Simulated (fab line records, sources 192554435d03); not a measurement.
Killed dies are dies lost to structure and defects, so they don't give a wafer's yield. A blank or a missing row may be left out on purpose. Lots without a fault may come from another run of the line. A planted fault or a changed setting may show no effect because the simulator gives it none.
Problem report in the 8D (eight disciplines) form, filled by code | flow n5_finfet | the parts of the form that need people (team, actions taken, sign-off) are left out

1. THE PROBLEM
killed_at_M4_up at N5_PASSIVATION_PROBE_49 reads a mean of 134 on 6 wafers of 2 lots; wafers without a fault read 14 with a standard deviation of 5.6. That is +21 standard deviations from the usual mean.
First seen on wafer L595.4, day 17 18:53, on prober-01. The record holds 6 wafers of 2 lots with a number at this step. Rule for "out", or "out of limits": more than 4 standard deviations from the usual mean. The other wafers with a number count as sound.

2. WHAT IT IS AND WHAT IT IS NOT
question                    | is                                                 | is not
which readings at this step | killed_at_M4_up, defect_limited_yield, killed_dies | killed_at_M0_to_M3, killed_at_contacts, killed_at_front_end, killed_at_other, killed_short, sort_bin_8_speed
which lots                  | L595, L596                                         | -
which wafers of those lots  | all that have a number                             | -
read on which tools         | prober-01, prober-02                               | -
when                        | from day 17 18:53                                  | up to then (0 sound wafers)

3. SUSPECTS, AND WHAT RULES EACH OUT
Counting: a tool at a process step up to the reading stays a suspect if it ran every lot that is out and no sound lot after the first of them.
- rie_diel-04 at N5_BEOL_M12_ETCH_38 (etches SiCN in CF4/N2, target depth 68.7 nm, time 73.4 s): kept. It ran every lot that is out, first L595 (day 15 23:07), and no sound lot after that.
Left after counting: rie_diel-04 at N5_BEOL_M12_ETCH_38.

4. THE CAUSE (what the simulator had put in)
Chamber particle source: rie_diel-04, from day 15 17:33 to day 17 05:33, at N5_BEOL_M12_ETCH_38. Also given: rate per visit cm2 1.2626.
Counting left only this tool.

5. THE CHAIN OF EFFECTS, in route order
Each row: a reading whose mean over the struck wafers that have a number lies more than 3 standard deviations from the usual. Only readings for which the record gives a usual standard deviation are gone through. hours: the time from each lot's start at the first step in this table that gives one to its start at this step, as a median over the lots. sigmas: the change in usual standard deviations.
hours | step                    | reading              | usual  | on struck wafers | change | sigmas
0     | N5_PASSIVATION_PROBE_49 | defect_limited_yield | 91.1 % | 81.8             | -9.3   | -6.7
0     | N5_PASSIVATION_PROBE_49 | killed_at_M4_up      | 14     | 134              | +120   | +21
0     | N5_PASSIVATION_PROBE_49 | killed_dies          | 105    | 216              | +110   | +6.9
0     | N5_PASSIVATION_PROBE_49 | sort_bin_5_function  | 5.2 %  | 11.3             | +6.1   | +7.1
0     | N5_PASSIVATION_PROBE_49 | sort_n_pass          | 1074   | 964              | -110   | -5.2
0     | N5_PASSIVATION_PROBE_49 | sort_yield_pct       | 91.0 % | 81.8             | -9.2   | -5.1
The process steps in it:
- N5_PASSIVATION_PROBE_49

6. WHAT WOULD HAVE CAUGHT IT SOONER
In this record the first reading out of limits was taken at day 17 18:53, 49 hours after the fault began at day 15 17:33.
Of the tool readings at N5_BEOL_M12_ETCH_38 for which the record gives a usual standard deviation, none was out on any struck wafer, so an alarm limit of 4 standard deviations on them would not have fired.
All the lots that are out (2) had begun N5_BEOL_M12_ETCH_38 on rie_diel-04 by day 17 18:53. A hold on the tool at that time would have spared none of them.
